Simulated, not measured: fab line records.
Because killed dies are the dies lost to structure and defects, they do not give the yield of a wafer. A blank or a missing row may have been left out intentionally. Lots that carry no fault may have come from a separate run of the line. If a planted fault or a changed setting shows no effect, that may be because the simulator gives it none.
Which tool is to blame? / flow n5Finfet / 72 wafers from 24 lots sampled at 3 of the route's 1938 steps

WHAT THE GAUGES SHOWED, per wafer
N5_BEOL_M5_OCD_MEAS_38. Usual: trenchDepthNm 71.6 nm, standard deviation 1.1.
lot=L074; measured=day 8 19:55; on=ocd-01; trenchDepthNm (nm)=73.7 72.2 72.7; flag=
lot=L076; measured=day 9 03:27; on=ocd-01; trenchDepthNm (nm)=70.7 70.7 73.0; flag=
lot=L075; measured=day 9 05:36; on=ocd-02; trenchDepthNm (nm)=71.2 71.7 71.8; flag=
lot=L077; measured=day 9 10:56; on=ocd-01; trenchDepthNm (nm)=73.1 72.8 72.0; flag=
lot=L078; measured=day 9 11:35; on=ocd-01; trenchDepthNm (nm)=71.5 71.8 72.1; flag=
lot=L079; measured=day 9 22:53; on=ocd-01; trenchDepthNm (nm)=70.7 72.4 70.8; flag=
lot=L080; measured=day 10 05:29; on=ocd-01; trenchDepthNm (nm)=70.1 71.8 69.6; flag=
lot=L081; measured=day 10 15:01; on=ocd-01; trenchDepthNm (nm)=71.8 71.6 70.7; flag=
lot=L083; measured=day 10 19:14; on=ocd-02; trenchDepthNm (nm)=69.2 71.2 71.3; flag=
lot=L082; measured=day 11 01:06; on=ocd-01; trenchDepthNm (nm)=70.1 69.6 71.0; flag=
lot=L084; measured=day 11 04:25; on=ocd-02; trenchDepthNm (nm)=71.4 72.9 71.8; flag=
lot=L086; measured=day 11 07:31; on=ocd-02; trenchDepthNm (nm)=72.2 71.0 73.0; flag=
lot=L087; measured=day 12 01:25; on=ocd-01; trenchDepthNm (nm)=69.8 69.2 72.1; flag=
lot=L085; measured=day 12 04:48; on=ocd-01; trenchDepthNm (nm)=71.2 71.0 73.3; flag=
lot=L088; measured=day 12 09:58; on=ocd-01; trenchDepthNm (nm)=73.2 72.3 71.0; flag=
lot=L089; measured=day 12 12:03; on=ocd-01; trenchDepthNm (nm)=73.6 73.3 70.2; flag=
lot=L090; measured=day 12 12:31; on=ocd-02; trenchDepthNm (nm)=73.2 72.0 71.0; flag=
lot=L091; measured=day 12 18:09; on=ocd-01; trenchDepthNm (nm)=72.3 69.8 72.3; flag=
lot=L092; measured=day 13 08:16; on=ocd-01; trenchDepthNm (nm)=73.3 71.4 72.3; flag=
lot=L094; measured=day 13 18:34; on=ocd-02; trenchDepthNm (nm)=72.2 70.2 72.5; flag=
lot=L093; measured=day 13 18:57; on=ocd-02; trenchDepthNm (nm)=72.2 71.4 70.6; flag=
lot=L095; measured=day 14 04:25; on=ocd-02; trenchDepthNm (nm)=73.6 72.7 72.3; flag=
lot=L097; measured=day 14 04:23; on=ocd-01; trenchDepthNm (nm)=72.4 72.2 69.6; flag=
lot=L096; measured=day 14 14:34; on=ocd-01; trenchDepthNm (nm)=72.4 71.2 71.3; flag=

EACH LOT AND THE TOOL THAT RAN IT (in order: tool; ch and the chambers of the sampled wafers; start)
lot=L074; N5_BEOL_M5_STRIP_19=rieDiel-03 ch 0,1,3, day 8 18:45; N5_BEOL_M5_ETCH_41=rieDiel-04 ch 0,1,3, day 8 19:55 or earlier
lot=L076; N5_BEOL_M5_STRIP_19=rieDiel-04 ch 0,1,2, day 9 02:26; N5_BEOL_M5_ETCH_41=rieDiel-03 ch 0,1,2, day 9 03:27 or earlier
lot=L075; N5_BEOL_M5_STRIP_19=rieDiel-04 ch 1,3, day 9 03:11; N5_BEOL_M5_ETCH_41=rieDiel-04 ch 0,1, day 9 05:36 or earlier
lot=L077; N5_BEOL_M5_STRIP_19=rieDiel-04 ch 0,1, day 9 10:01; N5_BEOL_M5_ETCH_41=rieDiel-04 ch 0,1, day 9 10:56 or earlier
lot=L078; N5_BEOL_M5_STRIP_19=rieDiel-03 ch 0,3, day 9 10:32; N5_BEOL_M5_ETCH_41=rieDiel-06 ch 0,1, day 9 11:35 or earlier
lot=L079; N5_BEOL_M5_STRIP_19=rieDiel-06 ch 0,1,2, day 9 20:22; N5_BEOL_M5_ETCH_41=rieDiel-06 ch 2,3, day 9 22:53 or earlier
lot=L080; N5_BEOL_M5_STRIP_19=rieDiel-04 ch 0,1, day 10 04:01; N5_BEOL_M5_ETCH_41=rieDiel-03 ch 1,2, day 10 05:29 or earlier
lot=L081; N5_BEOL_M5_STRIP_19=rieDiel-04 ch 0,1, day 10 13:54; N5_BEOL_M5_ETCH_41=rieDiel-04 ch 0,1, day 10 15:01 or earlier
lot=L083; N5_BEOL_M5_STRIP_19=rieDiel-06 ch 0,3, day 10 17:49; N5_BEOL_M5_ETCH_41=rieDiel-03 ch 1,2, day 10 19:14 or earlier
lot=L082; N5_BEOL_M5_STRIP_19=rieDiel-03 ch 1,2,3, day 10 20:58; N5_BEOL_M5_ETCH_41=rieDiel-06 ch 0,1,2, day 11 01:06 or earlier
lot=L084; N5_BEOL_M5_STRIP_19=rieDiel-04 ch 0,1,3, day 11 01:47; N5_BEOL_M5_ETCH_41=rieDiel-04 ch 1,2,3, day 11 04:25 or earlier
lot=L086; N5_BEOL_M5_STRIP_19=rieDiel-03 ch 0,2, day 11 05:44; N5_BEOL_M5_ETCH_41=rieDiel-04 ch 1,2,3, day 11 07:31 or earlier
lot=L087; N5_BEOL_M5_STRIP_19=rieDiel-06 ch 1,2,3, day 11 23:00; N5_BEOL_M5_ETCH_41=rieDiel-06 ch 2,3, day 12 01:25 or earlier
lot=L085; N5_BEOL_M5_STRIP_19=rieDiel-04 ch 0,1, day 12 02:45; N5_BEOL_M5_ETCH_41=rieDiel-03 ch 0,2,3, day 12 04:48 or earlier
lot=L088; N5_BEOL_M5_STRIP_19=rieDiel-04 ch 2,3, day 12 06:01; N5_BEOL_M5_ETCH_41=rieDiel-04 ch 0,1,3, day 12 09:58 or earlier
lot=L089; N5_BEOL_M5_STRIP_19=rieDiel-04 ch 0,2,3, day 12 11:00; N5_BEOL_M5_ETCH_41=rieDiel-03 ch 0,1, day 12 12:03 or earlier
lot=L090; N5_BEOL_M5_STRIP_19=rieDiel-04 ch 1,2,3, day 12 11:27; N5_BEOL_M5_ETCH_41=rieDiel-03 ch 0,2, day 12 12:31 or earlier
lot=L091; N5_BEOL_M5_STRIP_19=rieDiel-06 ch 1,2,3, day 12 13:48; N5_BEOL_M5_ETCH_41=rieDiel-06 ch 1,2, day 12 18:09 or earlier
lot=L092; N5_BEOL_M5_STRIP_19=rieDiel-06 ch 2,3, day 13 06:46; N5_BEOL_M5_ETCH_41=rieDiel-04 ch 0,1,2, day 13 08:16 or earlier
lot=L094; N5_BEOL_M5_STRIP_19=rieDiel-04 ch 0,2,3, day 13 14:56; N5_BEOL_M5_ETCH_41=rieDiel-06 ch 1,2,3, day 13 18:34 or earlier
lot=L093; N5_BEOL_M5_STRIP_19=rieDiel-04 ch 1,2, day 13 17:22; N5_BEOL_M5_ETCH_41=rieDiel-06 ch 1,2,3, day 13 18:57 or earlier
lot=L095; N5_BEOL_M5_STRIP_19=rieDiel-06 ch 0,2,3, day 14 00:46; N5_BEOL_M5_ETCH_41=rieDiel-04 ch 0,2, day 14 04:25 or earlier
lot=L097; N5_BEOL_M5_STRIP_19=rieDiel-04 ch 1,2, day 14 01:32; N5_BEOL_M5_ETCH_41=rieDiel-06 ch 1,2,3, day 14 04:23 or earlier
lot=L096; N5_BEOL_M5_STRIP_19=rieDiel-04 ch 1,2, day 14 11:36; N5_BEOL_M5_ETCH_41=rieDiel-03 ch 0,3, day 14 14:34 or earlier
- N5_BEOL_M5_STRIP_19: strips in O2.
- N5_BEOL_M5_ETCH_41: etches SiCN in CH3F/O2, target depth 31.5 nm, time 56.7 s.

WHAT THE TOOLS THEMSELVES READ (means of the sampled wafers that have a number; where no wafer has one, the mark that the record gives instead)
N5_BEOL_M5_STRIP_19. Usual: drypumpMotorCurrentA 5.80 A, standard deviation 0.29; oesProductAu 0.80 a.u., standard deviation 0.087; rfVppV 3.7 V, standard deviation 0.52; showerheadPlenumPTorr 2.11 Torr, standard deviation 0.077; tempC 40.00 C, standard deviation 0.11; throttleValvePct 16.66 %, standard deviation 0.25.
lot=L074; tool=rieDiel-03; drypumpMotorCurrentA (A)=6.01; oesProductAu (a.u.)=0.75; rfVppV (V)=4.0; showerheadPlenumPTorr (Torr)=2.09; tempC (C)=40.02; throttleValvePct (%)=16.71; flag=
lot=L076; tool=rieDiel-04; drypumpMotorCurrentA (A)=5.82; oesProductAu (a.u.)=0.86; rfVppV (V)=3.9; showerheadPlenumPTorr (Torr)=2.13; tempC (C)=40.09; throttleValvePct (%)=16.55; flag=
lot=L075; tool=rieDiel-04; drypumpMotorCurrentA (A)=5.70; oesProductAu (a.u.)=0.81; rfVppV (V)=3.3; showerheadPlenumPTorr (Torr)=2.21; tempC (C)=40.03; throttleValvePct (%)=16.62; flag=
lot=L077; tool=rieDiel-04; drypumpMotorCurrentA (A)=5.69; oesProductAu (a.u.)=0.78; rfVppV (V)=3.8; showerheadPlenumPTorr (Torr)=2.14; tempC (C)=39.97; throttleValvePct (%)=16.64; flag=
lot=L078; tool=rieDiel-03; drypumpMotorCurrentA (A)=5.89; oesProductAu (a.u.)=0.74; rfVppV (V)=3.7; showerheadPlenumPTorr (Torr)=2.12; tempC (C)=39.93; throttleValvePct (%)=16.71; flag=
lot=L079; tool=rieDiel-06; drypumpMotorCurrentA (A)=5.65; oesProductAu (a.u.)=0.73; rfVppV (V)=3.4; showerheadPlenumPTorr (Torr)=2.05; tempC (C)=40.01; throttleValvePct (%)=16.97; flag=
lot=L080; tool=rieDiel-04; drypumpMotorCurrentA (A)=5.71; oesProductAu (a.u.)=0.82; rfVppV (V)=3.4; showerheadPlenumPTorr (Torr)=2.09; tempC (C)=40.02; throttleValvePct (%)=16.45; flag=
lot=L081; tool=rieDiel-04; drypumpMotorCurrentA (A)=5.73; oesProductAu (a.u.)=0.83; rfVppV (V)=3.5; showerheadPlenumPTorr (Torr)=2.09; tempC (C)=39.98; throttleValvePct (%)=16.45; flag=
lot=L083; tool=rieDiel-06; drypumpMotorCurrentA (A)=5.78; oesProductAu (a.u.)=0.69; rfVppV (V)=3.6; showerheadPlenumPTorr (Torr)=2.11; tempC (C)=39.99; throttleValvePct (%)=16.98; flag=
lot=L082; tool=rieDiel-03; drypumpMotorCurrentA (A)=5.94; oesProductAu (a.u.)=0.80; rfVppV (V)=3.5; showerheadPlenumPTorr (Torr)=2.08; tempC (C)=40.05; throttleValvePct (%)=16.71; flag=
lot=L084; tool=rieDiel-04; drypumpMotorCurrentA (A)=5.70; oesProductAu (a.u.)=0.81; rfVppV (V)=4.1; showerheadPlenumPTorr (Torr)=2.15; tempC (C)=40.02; throttleValvePct (%)=16.56; flag=
lot=L086; tool=rieDiel-03; drypumpMotorCurrentA (A)=5.43; oesProductAu (a.u.)=0.96; rfVppV (V)=3.6; showerheadPlenumPTorr (Torr)=2.16; tempC (C)=39.98; throttleValvePct (%)=16.37; flag=
lot=L087; tool=rieDiel-06; drypumpMotorCurrentA (A)=5.90; oesProductAu (a.u.)=0.73; rfVppV (V)=4.2; showerheadPlenumPTorr (Torr)=2.00; tempC (C)=39.93; throttleValvePct (%)=16.77; flag=
lot=L085; tool=rieDiel-04; drypumpMotorCurrentA (A)=5.72; oesProductAu (a.u.)=0.81; rfVppV (V)=3.7; showerheadPlenumPTorr (Torr)=2.09; tempC (C)=39.91; throttleValvePct (%)=16.46; flag=
lot=L088; tool=rieDiel-04; drypumpMotorCurrentA (A)=5.94; oesProductAu (a.u.)=0.88; rfVppV (V)=3.9; showerheadPlenumPTorr (Torr)=2.17; tempC (C)=40.08; throttleValvePct (%)=16.59; flag=
lot=L089; tool=rieDiel-04; drypumpMotorCurrentA (A)=5.85; oesProductAu (a.u.)=0.85; rfVppV (V)=3.7; showerheadPlenumPTorr (Torr)=2.14; tempC (C)=40.01; throttleValvePct (%)=16.49; flag=
lot=L090; tool=rieDiel-04; drypumpMotorCurrentA (A)=5.81; oesProductAu (a.u.)=0.82; rfVppV (V)=3.5; showerheadPlenumPTorr (Torr)=2.18; tempC (C)=40.09; throttleValvePct (%)=16.69; flag=
lot=L091; tool=rieDiel-06; drypumpMotorCurrentA (A)=5.91; oesProductAu (a.u.)=0.72; rfVppV (V)=4.0; showerheadPlenumPTorr (Torr)=2.00; tempC (C)=39.96; throttleValvePct (%)=16.78; flag=
lot=L092; tool=rieDiel-06; drypumpMotorCurrentA (A)=5.77; oesProductAu (a.u.)=0.70; rfVppV (V)=3.7; showerheadPlenumPTorr (Torr)=2.00; tempC (C)=39.98; throttleValvePct (%)=16.81; flag=
lot=L094; tool=rieDiel-04; drypumpMotorCurrentA (A)=5.83; oesProductAu (a.u.)=0.85; rfVppV (V)=3.7; showerheadPlenumPTorr (Torr)=2.13; tempC (C)=40.02; throttleValvePct (%)=16.50; flag=
lot=L093; tool=rieDiel-04; drypumpMotorCurrentA (A)=5.91; oesProductAu (a.u.)=0.83; rfVppV (V)=3.8; showerheadPlenumPTorr (Torr)=2.16; tempC (C)=39.92; throttleValvePct (%)=16.71; flag=
lot=L095; tool=rieDiel-06; drypumpMotorCurrentA (A)=5.79; oesProductAu (a.u.)=0.69; rfVppV (V)=3.6; showerheadPlenumPTorr (Torr)=2.04; tempC (C)=39.94; throttleValvePct (%)=16.93; flag=
lot=L097; tool=rieDiel-04; drypumpMotorCurrentA (A)=5.78; oesProductAu (a.u.)=0.77; rfVppV (V)=3.9; showerheadPlenumPTorr (Torr)=2.16; tempC (C)=39.96; throttleValvePct (%)=16.82; flag=
lot=L096; tool=rieDiel-04; drypumpMotorCurrentA (A)=5.92; oesProductAu (a.u.)=0.83; rfVppV (V)=3.7; showerheadPlenumPTorr (Torr)=2.15; tempC (C)=40.02; throttleValvePct (%)=16.72; flag=

N5_BEOL_M5_ETCH_41. Usual: drypumpMotorCurrentA 5.8 A, standard deviation 0.34; oesProductAu 0.79 a.u., standard deviation 0.089; rfVppV 297.3 V, standard deviation 1.7; showerheadPlenumPTorr 1.99 Torr, standard deviation 0.07; throttleValvePct 16.32 %, standard deviation 0.27.
lot=L074; tool=rieDiel-04; drypumpMotorCurrentA (A)=5.7; oesProductAu (a.u.)=0.83; rfVppV (V)=297.8; showerheadPlenumPTorr (Torr)=2.05; throttleValvePct (%)=16.18; flag=
lot=L076; tool=rieDiel-03; drypumpMotorCurrentA (A)=5.5; oesProductAu (a.u.)=0.79; rfVppV (V)=298.7; showerheadPlenumPTorr (Torr)=2.03; throttleValvePct (%)=16.28; flag=
lot=L075; tool=rieDiel-04; drypumpMotorCurrentA (A)=5.7; oesProductAu (a.u.)=0.83; rfVppV (V)=297.0; showerheadPlenumPTorr (Torr)=2.00; throttleValvePct (%)=16.09; flag=
lot=L077; tool=rieDiel-04; drypumpMotorCurrentA (A)=5.7; oesProductAu (a.u.)=0.83; rfVppV (V)=297.7; showerheadPlenumPTorr (Torr)=2.00; throttleValvePct (%)=16.10; flag=
lot=L078; tool=rieDiel-06; drypumpMotorCurrentA (A)=5.8; oesProductAu (a.u.)=0.73; rfVppV (V)=297.5; showerheadPlenumPTorr (Torr)=1.96; throttleValvePct (%)=16.60; flag=
lot=L079; tool=rieDiel-06; drypumpMotorCurrentA (A)=5.8; oesProductAu (a.u.)=0.73; rfVppV (V)=294.9; showerheadPlenumPTorr (Torr)=1.91; throttleValvePct (%)=16.44; flag=
lot=L080; tool=rieDiel-03; drypumpMotorCurrentA (A)=5.7; oesProductAu (a.u.)=0.79; rfVppV (V)=297.3; showerheadPlenumPTorr (Torr)=2.00; throttleValvePct (%)=16.33; flag=
lot=L081; tool=rieDiel-04; drypumpMotorCurrentA (A)=5.7; oesProductAu (a.u.)=0.78; rfVppV (V)=297.2; showerheadPlenumPTorr (Torr)=2.04; throttleValvePct (%)=16.30; flag=
lot=L083; tool=rieDiel-03; drypumpMotorCurrentA (A)=5.4; oesProductAu (a.u.)=0.84; rfVppV (V)=297.9; showerheadPlenumPTorr (Torr)=2.02; throttleValvePct (%)=16.27; flag=
lot=L082; tool=rieDiel-06; drypumpMotorCurrentA (A)=5.7; oesProductAu (a.u.)=0.72; rfVppV (V)=297.3; showerheadPlenumPTorr (Torr)=1.97; throttleValvePct (%)=16.66; flag=
lot=L084; tool=rieDiel-04; drypumpMotorCurrentA (A)=5.8; oesProductAu (a.u.)=0.82; rfVppV (V)=298.7; showerheadPlenumPTorr (Torr)=2.08; throttleValvePct (%)=16.28; flag=
lot=L086; tool=rieDiel-04; drypumpMotorCurrentA (A)=5.8; oesProductAu (a.u.)=0.82; rfVppV (V)=299.0; showerheadPlenumPTorr (Torr)=2.08; throttleValvePct (%)=16.28; flag=
lot=L087; tool=rieDiel-06; drypumpMotorCurrentA (A)=5.8; oesProductAu (a.u.)=0.71; rfVppV (V)=295.6; showerheadPlenumPTorr (Torr)=1.91; throttleValvePct (%)=16.47; flag=
lot=L085; tool=rieDiel-03; drypumpMotorCurrentA (A)=5.8; oesProductAu (a.u.)=0.87; rfVppV (V)=297.4; showerheadPlenumPTorr (Torr)=2.01; throttleValvePct (%)=16.15; flag=
lot=L088; tool=rieDiel-04; drypumpMotorCurrentA (A)=5.7; oesProductAu (a.u.)=0.80; rfVppV (V)=298.3; showerheadPlenumPTorr (Torr)=2.04; throttleValvePct (%)=16.21; flag=
lot=L089; tool=rieDiel-03; drypumpMotorCurrentA (A)=5.7; oesProductAu (a.u.)=0.86; rfVppV (V)=297.3; showerheadPlenumPTorr (Torr)=2.03; throttleValvePct (%)=16.05; flag=
lot=L090; tool=rieDiel-03; drypumpMotorCurrentA (A)=5.4; oesProductAu (a.u.)=0.90; rfVppV (V)=297.8; showerheadPlenumPTorr (Torr)=2.04; throttleValvePct (%)=16.10; flag=
lot=L091; tool=rieDiel-06; drypumpMotorCurrentA (A)=5.8; oesProductAu (a.u.)=0.73; rfVppV (V)=295.7; showerheadPlenumPTorr (Torr)=1.91; throttleValvePct (%)=16.55; flag=
lot=L092; tool=rieDiel-04; drypumpMotorCurrentA (A)=5.8; oesProductAu (a.u.)=0.81; rfVppV (V)=297.9; showerheadPlenumPTorr (Torr)=2.02; throttleValvePct (%)=16.23; flag=
lot=L094; tool=rieDiel-06; drypumpMotorCurrentA (A)=5.9; oesProductAu (a.u.)=0.70; rfVppV (V)=295.6; showerheadPlenumPTorr (Torr)=1.90; throttleValvePct (%)=16.46; flag=
lot=L093; tool=rieDiel-06; drypumpMotorCurrentA (A)=5.9; oesProductAu (a.u.)=0.70; rfVppV (V)=295.4; showerheadPlenumPTorr (Torr)=1.90; throttleValvePct (%)=16.46; flag=
lot=L095; tool=rieDiel-04; drypumpMotorCurrentA (A)=5.9; oesProductAu (a.u.)=0.85; rfVppV (V)=297.0; showerheadPlenumPTorr (Torr)=1.98; throttleValvePct (%)=16.04; flag=
lot=L097; tool=rieDiel-06; drypumpMotorCurrentA (A)=5.9; oesProductAu (a.u.)=0.71; rfVppV (V)=295.9; showerheadPlenumPTorr (Torr)=1.90; throttleValvePct (%)=16.45; flag=
lot=L096; tool=rieDiel-03; drypumpMotorCurrentA (A)=6.2; oesProductAu (a.u.)=0.81; rfVppV (V)=297.0; showerheadPlenumPTorr (Torr)=1.96; throttleValvePct (%)=16.23; flag=

THE ANSWER, worked out from the rows above alone
Rule: a lot is off if the mean of its wafers that have a number lies more than 3 standard deviations from the usual mean. A lot without any number at a reading at which 4 lots or more have one is off too. The other lots that the step has rows for count as sound. The gauges are gone through in route order, then the tools' own readings, and for those a lot's mean is taken as printed above. The first step at which some lot is off is used, and at that step the reading that is off furthest; a lot without a number counts as furthest.
Across all readings shown, no lot is off: no conclusion can be drawn from this.

WHAT THE SIMULATOR HAD PUT IN
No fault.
